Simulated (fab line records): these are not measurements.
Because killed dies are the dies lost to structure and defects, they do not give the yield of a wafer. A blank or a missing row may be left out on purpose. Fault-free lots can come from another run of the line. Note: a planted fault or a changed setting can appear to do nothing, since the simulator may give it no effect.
fab line records	flow nand_harc
record lots=5	wafers=14	last_day=32
route steps=1302 shown A_CONTACT@1103 A_BLC@1107
lots that met no fault: from a run of the same line without faults
start_h: hours from the record's first day to the start of the lot's first wafer shown	wait_h: time in hours since the lot's previous step	" as in the row above	L1.1+2: several wafers, shown together as one row	- no value, or no start given	* or withheld: withheld	< > ~ a bound
route shown NAME@n: a module of which the file shows steps, and the number in the route of the first	usual: the fault-free wafers' mean and standard deviation	same: alike in all rows	chamber/n: place in a boat	sites: per-site readings	_std_site: standard deviation of those values	_edge_site: outer sites' mean less inner sites'	radius_mm: how far each site lies from the wafer's centre	mask NAME#n: copy n	behind: the last tool/chamber to shape the wafer	hold: the reason the lot was held/the length of the hold in hours/how it ended	device: the transistor (n, p or np) that didn't switch	end of line: tests run on the same wafers once the route is complete	for a step that has no rows: nothing shown but its recipe	killed: dies that structure and defects cost at the first sort, which is not the same as the wafer's yield	map: the dies of a wafer, with x for killed, . for not killed, _ for no die there
set.NAME: the setting the step ran with; set.NAME@STEP: the setting that earlier step ran with	model.NAME: the simulator's own value behind a step, which no gauge read
certain route steps with their lots: each step a table, each wafer a row
services: a tool's chamber out of use, with start hour (start_h, from the record's first day; less than 0 if before it), hours out, and reason
## steps
# step NHARC_A_CONTACT_CMP_20
# recipe t_overpolish_s=30	target_thk_nm=300
# usual motor_current_A=12.3/1.5	overpolish_run_s=30.000/0.009	time_to_endpoint_s=60/3.1
# same t_overpolish_s=30
lot.wafer	tool	chamber	start_h	wait_h	motor_current_A	overpolish_run_s	time_to_endpoint_s
L693.4	cmp-04	0	547.36	0.4	11.9	29.984	63
L693.2	"	1	"	"	13.2	30.016	58
L693.1	"	2	"	"	13.5	30.009	60
L695.1	cmp-02	3	563.78	0.8	12.1	29.994	59
L695.2	"	0	"	"	15.8	30.000	62
L695.3	"	1	"	"	11.1	29.984	59
L705.3	cmp-02	3	671.72	0.5	11.7	30.014	66
L705.5	"	3	"	"	11.5	29.987	63
L712.4	cmp-04	2	717.84	0.5	13.5	30.002	60
L712.5	"	1	"	"	13.0	30.014	58
L712.6	"	2	"	"	13.0	30.003	61
L713.2	cmp-04	3	731.76	0.7	14.4	29.988	61
L713.5	"	2	"	"	12.7	30.002	62
L713.6	"	3	"	"	13.8	30.005	60
# step NHARC_A_CONTACT_SRD_22
# step NHARC_A_CONTACT_INSPECT_23
# usual raw_defect_count=525/120
lot.wafer	tool	chamber	start_h	wait_h	raw_defect_count
L693.1	defect_inspect-02	-	547.77	0.1	574
L693.2	"	-	"	"	933
L693.4	"	-	"	"	413
L695.1	defect_inspect-01	-	564.18	0.1	415
L695.2	"	-	"	"	442
L695.3	"	-	"	"	490
L705.3	defect_inspect-01	-	672.13	0.1	593
L705.5	"	-	"	"	709
L712.4	defect_inspect-01	-	718.22	0.1	426
L712.5	"	-	"	"	390
L712.6	"	-	"	"	381
L713.2	defect_inspect-01	-	732.13	0.1	471
L713.5	"	-	"	"	549
L713.6	"	-	"	"	475
# step NHARC_A_BLC_DEHYDRATE_00
# recipe temp_c=150	time_s=120
# step NHARC_A_BLC_HMDS_01
# recipe time_s=30
# step NHARC_A_BLC_COAT_02
# recipe temp_c=260	time_s=75
# step NHARC_A_BLC_COAT_03
# recipe temp_c=225	time_s=65
# step NHARC_A_BLC_COAT_04
# recipe spin_rpm=1500	resist_thk_nm=90
# step NHARC_A_BLC_SOFTBAKE_05
# recipe temp_c=105	time_s=55
# step NHARC_A_BLC_EBR_06
# step NHARC_A_BLC_EXPOSE_07
# recipe na=1.35	target_cd_nm=100	dose_mj=67.97	mask_id=A_BLC
# step NHARC_A_BLC_PEB_08
# recipe peb_temp_c=100	peb_time_s=65
# usual resist_line_temp_C=22.98/0.096
lot.wafer	tool	chamber	start_h	wait_h	resist_line_temp_C
L693.1	litho_track-06	0	548.07	0.1	23.13
L693.2	"	0	"	"	22.93
L693.4	"	0	"	"	22.90
L695.1	litho_track-04	0	564.61	0.1	22.94
L695.2	"	0	"	"	22.98
L695.3	"	0	"	"	23.09
L705.3	litho_track-06	0	672.56	0.0	22.92
L705.5	"	0	"	"	22.93
L712.4	litho_track-01	0	718.52	0.0	23.00
L712.5	"	0	"	"	23.09
L712.6	"	0	"	"	22.98
L713.2	litho_track-06	0	732.56	0.1	22.78
L713.5	"	0	"	"	22.81
L713.6	"	0	"	"	22.80
# step NHARC_A_BLC_DEVELOP_09
# recipe develop_time_s=35	dev_temp_c=23
# step NHARC_A_BLC_CD_MEAS_10
# recipe target_cd_nm=100	landing_energy_ev=500
# usual cd_nm=100.2/0.71
lot.wafer	tool	chamber	start_h	wait_h	cd_nm
L693.1	cd_sem-03	0	548.15	-	99.2
L693.2	"	0	"	"	99.1
L693.4	"	0	"	"	100.0
L695.1	cd_sem-02	0	564.69	-	99.6
L695.2	"	0	"	"	99.9
L695.3	"	0	"	"	100.6
L705.3	cd_sem-03	0	672.64	-	99.8
L705.5	"	0	"	"	106.5
L712.4	cd_sem-03	0	718.61	-	100.3
L712.5	"	0	"	"	99.6
L712.6	"	0	"	"	99.8
L713.2	cd_sem-02	0	732.64	-	98.5
L713.5	"	0	"	"	100.3
L713.6	"	0	"	"	99.6
# step NHARC_A_BLC_OVL_MEAS_11
# usual overlay_x_nm=0.1/0.96	overlay_y_nm=0.1/0.87
lot.wafer	tool	chamber	start_h	wait_h	overlay_x_nm	overlay_y_nm
L693.1	overlay-02	-	548.24	-	-0.5	-0.6
L693.2	"	-	"	"	-0.8	1.0
L693.4	"	-	"	"	-1.1	0.0
L695.1	overlay-01	-	564.77	-	1.1	-0.3
L695.2	"	-	"	"	1.1	0.1
L695.3	"	-	"	"	1.8	-0.6
L705.3	overlay-02	-	672.72	-	-0.2	0.9
L705.5	"	-	"	"	-0.3	0.8
L712.4	overlay-01	-	718.69	-	-1.0	-0.4
L712.5	"	-	"	"	-1.0	-0.7
L712.6	"	-	"	"	-0.8	-0.2
L713.2	overlay-01	-	732.73	-	-0.5	-0.3
L713.5	"	-	"	"	0.0	-0.7
L713.6	"	-	"	"	-0.1	-0.4
# step NHARC_A_BLC_INSPECT_12
# usual raw_defect_count=88/37
lot.wafer	tool	chamber	start_h	wait_h	raw_defect_count
L693.1	defect_inspect-02	-	548.27	0.0	114
L693.2	"	-	"	"	125
L693.4	"	-	"	"	128
L695.1	defect_inspect-01	-	564.81	0.0	55
L695.2	"	-	"	"	88
L695.3	"	-	"	"	70
L705.3	defect_inspect-02	-	672.76	0.0	105
L705.5	"	-	"	"	93
L712.4	defect_inspect-02	-	718.73	0.0	87
L712.5	"	-	"	"	71
L712.6	"	-	"	"	83
L713.2	defect_inspect-01	-	732.76	0.0	112
L713.5	"	-	"	"	123
L713.6	"	-	"	"	130
# step NHARC_A_BLC_DESCUM_15
# recipe time_s=3	o2_flow_sccm=200	ar_flow_sccm=0	bias_power_w=0	chemistry=O2
# usual drypump_motor_current_A=6.0/0.45	oes_product_au=1.004/0.012	rf_vpp_V=57.6/0.9	showerhead_plenum_p_Torr=1.88/0.07	throttle_valve_pct=11.312/0.0091
lot.wafer	tool	chamber	start_h	wait_h	drypump_motor_current_A	oes_product_au	rf_hours_counter_h	rf_vpp_V	showerhead_plenum_p_Torr	throttle_valve_pct	model.A_BLC.cd_nm
L693.4	rie_diel-02	1	548.34	0.1	5.9	1.006	7	57.4	1.79	11.319	99.82
L693.1	"	2	"	"	5.7	1.014	7	57.1	1.89	11.297	100.1
L693.2	"	0	"	"	6.5	1.003	7	58.7	1.83	11.309	98.56
L695.2	rie_diel-02	1	564.87	0.1	6.0	1.013	9	59.6	1.79	11.313	99.66
L695.1	"	2	"	"	5.7	0.999	9	56.5	1.89	11.319	100.1
L695.3	"	0	"	"	6.5	1.011	8	56.8	1.84	11.310	100.5
L705.3	rie_diel-12	2	672.83	0.1	5.7	0.999	4	57.0	1.91	11.321	99.28
L705.5	"	1	"	"	6.4	0.971	-	58.8	2.01	11.311	107.1
L712.4	rie_diel-02	2	718.81	0.1	5.7	1.019	11	58.5	1.88	11.306	100.5
L712.6	"	3	"	"	5.4	1.015	-	57.1	1.91	11.311	99.05
L712.5	"	0	"	"	6.5	0.994	-	58.2	1.83	11.310	99.2
L713.2	rie_diel-03	2	732.85	0.1	6.1	0.989	24	59.9	2.05	11.309	98.01
L713.5	"	3	"	"	6.3	0.987	-	59.1	1.94	11.311	99.65
L713.6	"	0	"	"	5.6	1.010	-	58.2	2.01	11.318	99.71
# step NHARC_A_BLC_ETCH_16
# recipe target_depth_a=390	over_etch_frac=0.3	time_s=65	ion_energy_ev=80	cf4_flow_sccm=150	ar_flow_sccm=0	rf_w=300	bias_w=100	chemistry=CF4
# usual cf4_flow_sccm=150.1/0.47	drypump_motor_current_A=6.0/0.45	oes_product_au=1.006/0.012	rf_fwd_power_W=297.2/1.1	rf_vpp_V=150.9/1.1	showerhead_plenum_p_Torr=1.74/0.063	throttle_valve_pct=13.284/0.01
lot.wafer	tool	chamber	start_h	wait_h	cf4_flow_sccm	drypump_motor_current_A	oes_product_au	rf_fwd_power_W	rf_hours_counter_h	rf_vpp_V	showerhead_plenum_p_Torr	throttle_valve_pct
L693.2	rie_diel-02	3	548.42	0.1	150.1	5.4	1.002	298.1	7	151.3	1.77	13.273
L693.4	"	1	"	"	149.7	5.9	1.004	299.0	7	149.7	1.66	13.281
L693.1	"	2	"	"	150.0	5.7	1.011	297.2	7	151.2	1.75	13.278
L695.2	rie_diel-02	1	564.97	0.1	150.6	5.9	1.016	296.2	9	149.9	1.66	13.284
L695.3	"	2	"	"	151.2	5.7	0.993	298.1	9	150.3	1.74	13.285
L695.1	"	3	"	"	150.4	5.4	0.998	295.4	9	151.6	1.77	13.285
L705.3	rie_diel-12	1	672.91	0.1	149.9	6.4	0.972	297.1	4	152.1	1.85	13.285
L705.5	"	1	"	"	149.8	6.4	0.971	298.5	-	152.1	1.85	13.297
L712.4	rie_diel-02	2	718.88	0.1	149.8	5.7	1.014	297.1	11	149.8	1.74	13.296
L712.5	"	1	"	"	149.9	5.9	1.008	297.7	-	149.2	1.66	13.282
L712.6	"	2	"	"	150.1	5.7	1.001	295.9	-	151.5	1.74	13.280
L713.2	rie_diel-03	0	732.92	0.1	150.1	5.7	1.017	296.8	23	152.7	1.85	13.272
L713.6	"	2	"	"	150.0	6.1	1.012	295.9	-	153.0	1.89	13.286
L713.5	"	3	"	"	149.8	6.3	0.995	297.4	-	151.7	1.79	13.297
# step NHARC_A_BLC_ETCH_17
# recipe target_depth_a=3900	over_etch_frac=0.25	time_s=609.38	ion_energy_ev=200	n2_flow_sccm=150	h2_flow_sccm=150	ar_flow_sccm=0	rf_w=400	bias_w=150	chemistry=N2/H2
# usual drypump_motor_current_A=5.9/0.44	oes_product_au=1.006/0.013	rf_fwd_power_W=399.3/1.2	rf_vpp_V=429.5/2.3	showerhead_plenum_p_Torr=2.00/0.074	throttle_valve_pct=14.171/0.0091
lot.wafer	tool	chamber	start_h	wait_h	drypump_motor_current_A	oes_product_au	rf_fwd_power_W	rf_hours_counter_h	rf_vpp_V	showerhead_plenum_p_Torr	throttle_valve_pct
L693.4	rie_diel-02	0	-	-	6.5	1.004	398.9	7	427.4	1.95	14.175
L693.1	"	1	"	"	6.0	1.012	400.6	7	424.5	1.90	14.178
L693.2	"	2	"	"	5.7	1.009	400.7	8	429.3	2.01	14.158
L695.3	rie_diel-02	3	-	-	5.4	1.002	399.3	9	430.3	2.04	14.179
L695.1	"	1	"	"	6.0	1.012	399.9	9	428.3	1.90	14.177
L695.2	"	2	"	"	5.7	1.005	400.5	9	428.9	2.01	14.192
L705.3	rie_diel-12	1	-	-	6.4	0.972	400.6	4	434.9	2.15	14.174
L705.5	"	2	"	"	5.6	0.988	398.3	-	431.0	2.03	14.166
L712.4	rie_diel-02	3	-	-	5.4	1.026	399.8	11	430.9	2.03	14.177
L712.5	"	1	"	"	5.9	1.013	399.2	-	426.5	1.90	14.171
L712.6	"	2	"	"	5.7	1.019	399.5	-	428.5	2.00	14.177
L713.2	rie_diel-03	0	-	-	5.6	1.013	400.0	23	433.0	2.15	14.174
L713.5	"	0	"	"	5.6	1.026	400.1	-	434.2	2.15	14.174
L713.6	"	1	"	"	5.3	0.997	400.0	-	426.8	1.95	14.165
# step NHARC_A_BLC_ETCH_18
# recipe target_depth_a=9100	c4f8_flow_sccm=20	o2_flow_sccm=10	ar_flow_sccm=withheld	rf_w=600	bias_w=1500	chemistry=C4F8/O2/Ar
# usual oes_product_au=0.952/0.025	rf_fwd_power_W=598.9/2.1	rf_vpp_V=976/4.6
lot.wafer	tool	chamber	start_h	wait_h	oes_product_au	rf_fwd_power_W	rf_hours_counter_h	rf_vpp_V	model.A_BLC.cd_nm
L693.2	rie_diel-02	0	-	-	0.934	599.2	8	972	94.5
L693.4	"	1	"	"	0.938	599.6	8	971	102
L693.1	"	2	"	"	0.936	597.9	8	976	101.9
L695.3	rie_diel-02	3	-	-	0.979	599.4	9	977	100.7
L695.1	"	0	"	"	0.985	599.9	9	973	98.97
L695.2	"	1	"	"	0.963	598.7	9	969	99.92
L705.3	rie_diel-12	0	-	-	0.999	601.7	4	974	93.98
L705.5	"	2	"	"	0.955	600.0	-	978	101.5
L712.4	rie_diel-02	1	-	-	0.928	598.2	11	969	101.6
L712.6	"	0	"	"	0.929	595.2	-	973	94.88
L712.5	"	1	"	"	0.944	598.8	-	969	99.33
L713.2	rie_diel-03	2	-	-	0.933	601.4	24	986	94.95
L713.5	"	1	"	"	0.913	600.5	-	973	97.44
L713.6	"	2	"	"	0.931	601.7	-	987	95.24
# step NHARC_A_BLC_CD_MEAS_19
# usual cd_nm=100/3.4
lot.wafer	tool	chamber	start_h	wait_h	cd_nm
L693.1	cd_sem-02	-	549.30	-	102
L693.2	"	-	"	"	94
L693.4	"	-	"	"	102
L695.1	cd_sem-01	-	565.84	-	98
L695.2	"	-	"	"	100
L695.3	"	-	"	"	101
L705.3	cd_sem-01	-	673.79	-	94
L705.5	"	-	"	"	101
L712.4	cd_sem-03	-	719.76	-	101
L712.5	"	-	"	"	99
L712.6	"	-	"	"	95
L713.2	cd_sem-02	-	733.79	-	95
L713.5	"	-	"	"	97
L713.6	"	-	"	"	95
## services
tool	chamber	start_h	hours	kind
cmp-02	-	526.59	4.0	pm
litho_track-06	-	529.00	7.0	pm
cmp-02	-	532.82	1.9	repair
rie_diel-03	3	546.16	10.6	repair
rie_diel-02	-	570.70	9.0	pm
cmp-02	-	583.54	0.9	repair
cmp-04	-	601.56	0.4	repair
cmp-02	-	605.38	0.5	repair
cmp-04	-	606.91	4.0	pm
cmp-04	-	612.70	0.5	repair
rie_diel-02	3	615.59	4.1	repair
rie_diel-12	-	622.84	9.0	pm
cmp-02	-	624.59	4.0	pm
rie_diel-03	-	635.59	9.0	pm
rie_diel-02	3	658.87	9.4	repair
rie_diel-12	0	662.94	9.8	repair
rie_diel-02	2	677.35	3.0	repair
cmp-04	-	679.27	0.9	repair
cmp-04	-	685.96	1.9	repair
rie_diel-03	3	696.43	13.2	repair
rie_diel-02	3	696.97	4.2	repair
litho_track-06	-	704.00	7.0	pm
cmp-04	-	704.91	4.0	pm
rie_diel-03	1	718.82	5.7	repair
## key
first_sign step=NHARC_A_BLC_CD_MEAS_10	reading=cd_nm	direction=up	sigmas=9	usual=100.2	struck=106.5
effect none on later readings
model_effect step=NHARC_A_BLC_DESCUM_15	value=A_BLC.cd_nm	without=101	struck=107.1
model_effect step=NHARC_A_BLC_ETCH_18	value=A_BLC.cd_nm	without=95.52	struck=101.5
met_at NHARC_A_BLC_PEB_08
struck_wafers L705.5
tester_left_out L705
onset_between 548.07 672.56
fault kind=process_parameter_drift	tool=litho_track-06	chamber=-	onset_h=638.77	steps=NHARC_A_BLC_PEB_08	channel=peb_time_s	offset=*	shape=step	end_h=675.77	scope=struck_wafers_only	acts_in=*	stated=*
# tester_left_out: of these lots the tester's yield and bins aren't shown, on N5 and GAA mostly nor the transistor test; their killed dies are dies lost to structure and defects alone, not to doping, threshold or leakage, so they don't give the yield
